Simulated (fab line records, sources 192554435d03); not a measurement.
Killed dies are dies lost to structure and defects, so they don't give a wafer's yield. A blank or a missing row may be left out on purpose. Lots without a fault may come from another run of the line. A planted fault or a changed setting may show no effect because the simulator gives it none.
Problem report in the 8D (eight disciplines) form, filled by code | flow n5_finfet | the parts of the form that need people (team, actions taken, sign-off) are left out

1. THE PROBLEM
killed_at_M4_up at N5_PASSIVATION_PROBE_49 reads a mean of 133 on 9 wafers of 3 lots; wafers without a fault read 13 with a standard deviation of 5.4. That is +22 standard deviations from the usual mean.
First seen on wafer L463.1, day 16 05:37, on prober-01. The record holds 12 wafers of 4 lots with a number at this step. Rule for "out", or "out of limits": more than 4 standard deviations from the usual mean. The other wafers with a number count as sound.

2. WHAT IT IS AND WHAT IT IS NOT
question                    | is                     | is not
which readings at this step | killed_at_M4_up        | killed_at_M0_to_M3, killed_at_front_end, killed_open, killed_short, sort_bin_4_leakage, sort_bin_6_memory, sort_bin_8_speed
which lots                  | L462, L463, L464       | L456
which wafers of those lots  | all that have a number | -
read on which tools         | prober-01, prober-02   | -
when                        | from day 16 05:37      | up to then (3 sound wafers)

3. SUSPECTS, AND WHAT RULES EACH OUT
Counting: a tool at a process step up to the reading stays a suspect if it ran every lot that is out and no sound lot after the first of them.
- rie_diel-02 at N5_BEOL_M10_VIA_ETCH_34 (etches SiCOH lowk in C4F6/O2, target depth 184.5 nm, time 69.2 s): kept. It ran every lot that is out, first L463 (day 13 21:59), and no sound lot after that; its last sound lot up to then is L456 (day 11 23:56).
Left after counting: rie_diel-02 at N5_BEOL_M10_VIA_ETCH_34.

4. THE CAUSE (what the simulator had put in)
Chamber particle source: rie_diel-02, from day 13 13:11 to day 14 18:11, at N5_BEOL_M10_VIA_ETCH_34. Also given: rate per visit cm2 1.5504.
Counting left only this tool.

5. THE CHAIN OF EFFECTS, in route order
Each row: a reading whose mean over the struck wafers that have a number lies more than 3 standard deviations from the usual. Only readings for which the record gives a usual standard deviation are gone through. hours: the time from each lot's start at the first step in this table that gives one to its start at this step, as a median over the lots. sigmas: the change in usual standard deviations.
hours | step                    | reading              | usual  | on struck wafers | change | sigmas
0     | N5_PASSIVATION_PROBE_49 | defect_limited_yield | 91.3 % | 82.4             | -8.9   | -6.3
0     | N5_PASSIVATION_PROBE_49 | killed_at_M4_up      | 13     | 133              | +120   | +22
0     | N5_PASSIVATION_PROBE_49 | killed_dies          | 103    | 207              | +104   | +6.5
0     | N5_PASSIVATION_PROBE_49 | sort_bin_5_function  | 5.1 %  | 10.2             | +5.1   | +5.6
0     | N5_PASSIVATION_PROBE_49 | sort_n_pass          | 1077   | 973              | -104   | -6.1
0     | N5_PASSIVATION_PROBE_49 | sort_yield_pct       | 91.2 % | 82.4             | -8.8   | -6.3
The process steps in it:
- N5_PASSIVATION_PROBE_49

6. WHAT WOULD HAVE CAUGHT IT SOONER
In this record the first reading out of limits was taken at day 16 05:37, 64 hours after the fault began at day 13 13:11.
Of the tool readings at N5_BEOL_M10_VIA_ETCH_34 for which the record gives a usual standard deviation, none was out on any struck wafer, so an alarm limit of 4 standard deviations on them would not have fired.
All the lots that are out (3) had begun N5_BEOL_M10_VIA_ETCH_34 on rie_diel-02 by day 16 05:37. A hold on the tool at that time would have spared none of them.
